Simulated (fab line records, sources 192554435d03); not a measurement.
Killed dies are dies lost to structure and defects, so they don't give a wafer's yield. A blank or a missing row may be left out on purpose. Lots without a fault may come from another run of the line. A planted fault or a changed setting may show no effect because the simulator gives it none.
Split-lot experiment | flow n5_finfet | 7 lots, 21 wafers read, on a route of 1938 steps

THE SPLIT
At N5_BEOL_M3_ETCH_64 (etches SOC in N2/H2, target depth 75 nm, overetch 15 nm, time 112.5 s), the setting time_s was moved away from the recipe's 112.5 s on 11 of the 21 wafers read, by -20.4% to +22.2%. The other wafers ran this setting at the recipe's value.

The reading is taken at the split's own step.

THE READING
SiARC_of_BEOL_M3_COAT_62.thk_nm (the simulator's own value, which no gauge read), in nm, at N5_BEOL_M3_ETCH_64 (etches SOC in N2/H2, target depth 75 nm, overetch 15 nm, time 112.5 s). The file gives no usual value for it. The 10 wafers here that ran the recipe average 6.8 nm, standard deviation 0.2 nm.

wafer  | tool, chamber at the split | time_s as run, s | against the recipe | SiARC_of_BEOL_M3_COAT_62.thk_nm, nm | against lot-mates on the recipe
L075.1 | rie_diel-02, 0             | 99.54            | -11.5%             | 7.8                                 | no lot-mate on the recipe
L075.2 | rie_diel-02, 1             | 99.54            | -11.5%             | 7.4                                 | no lot-mate on the recipe
L075.6 | rie_diel-02, 3             | 99.54            | -11.5%             | 7.2                                 | no lot-mate on the recipe
L083.1 | rie_diel-03, 3,1           | 129.5            | +15.1%             | 6                                   | no lot-mate on the recipe
L083.5 | rie_diel-03, 3,1           | 129.5            | +15.1%             | 6                                   | no lot-mate on the recipe
L083.3 | rie_diel-03, 1             | 129.5            | +15.1%             | 5.8                                 | no lot-mate on the recipe
L091.1 | rie_diel-02, 2             | 137.5            | +22.2%             | 5.6                                 | -1.3
L091.2 | rie_diel-02, 1             | 112.5            | recipe             | 7                                   | -
L091.3 | rie_diel-02, 3             | 112.5            | recipe             | 6.8                                 | -
L092.1 | rie_diel-02, 1             | 112.5            | recipe             | 7                                   | -
L092.3 | rie_diel-02, 3             | 112.5            | recipe             | 6.8                                 | -
L092.4 | rie_diel-02, 0             | 89.53            | -20.4%             | 8.4                                 | +1.5
L095.3 | rie_diel-02, 0             | 99.48            | -11.6%             | 7.8                                 | +0.8
L095.4 | rie_diel-02, 1             | 112.5            | recipe             | 6.8                                 | -
L095.5 | rie_diel-02, 0             | 112.5            | recipe             | 7.2                                 | -
L096.1 | rie_diel-04, 2             | 112.5            | recipe             | 7                                   | -
L096.4 | rie_diel-04, 1             | 112.5            | recipe             | 6.6                                 | -
L096.5 | rie_diel-04, 1             | 112.5            | recipe             | 6.6                                 | -
L097.1 | rie_diel-03, 0,2           | 132.8            | +18.0%             | 5.8                                 | -0.8
L097.6 | rie_diel-03, 0,2           | 132.8            | +18.0%             | 5.8                                 | -0.8
L097.4 | rie_diel-03, 1             | 112.5            | recipe             | 6.6                                 | -
Where a row lists several chambers, the file gives one row for several wafers and doesn't say which wafer went through which chamber.

THE FIT
A straight line over all 21 wafers: SiARC_of_BEOL_M3_COAT_62.thk_nm changes by -0.0619 nm for each +1% of time_s; r = -0.96; the points scatter about the line by 0.2 nm.
The same after taking each lot's own level away (the mean of its wafers on the recipe; 15 wafers): -0.0586 nm for each +1%; r = -0.97; scatter 0.18 nm.
On that fit, the largest move of time_s shifts the reading by 1.3 nm.
The lots' own levels span 6.60 to 7.00 nm, that is 2.0 times the standard deviation above.
So the lot-to-lot level changes the slope little: the two slopes agree.
Check: with one of the wafers moved furthest among these (+22.2%) left out of the fit, the line predicts -1.21 nm for it against its lot-mates. It came out at -1.3 nm against them.

OTHER SPLITS ON THESE WAFERS
These wafers also went through other splits before the reading. Each is held against what the fit with the lots' levels taken away leaves over:
other split on the same wafers  | wafers away from the commonest value | r with SiARC_of_BEOL_M3_COAT_62.thk_nm (lot level and that fit taken away)
N5_BEOL_M0_SAQP_PECVD_03 time_s | 6                                    | +0.29
N5_BEOL_M0_ETCH_138 source_w    | 8                                    | +0.02
N5_BEOL_M1_ILD_DEP_00 time_s    | 7                                    | +0.32
N5_BEOL_M1_PECVD_72 time_s      | 7                                    | -0.32
N5_BEOL_M2_COAT_67 spin_rpm     | 7                                    | +0.22
N5_BEOL_M2_COAT_22 spin_rpm     | 6                                    | +0.32

THE FILE'S OWN FIT
SiARC_of_BEOL_M3_COAT_62.thk_nm changes by -0.0607 nm for each +1% of time_s, r = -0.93.
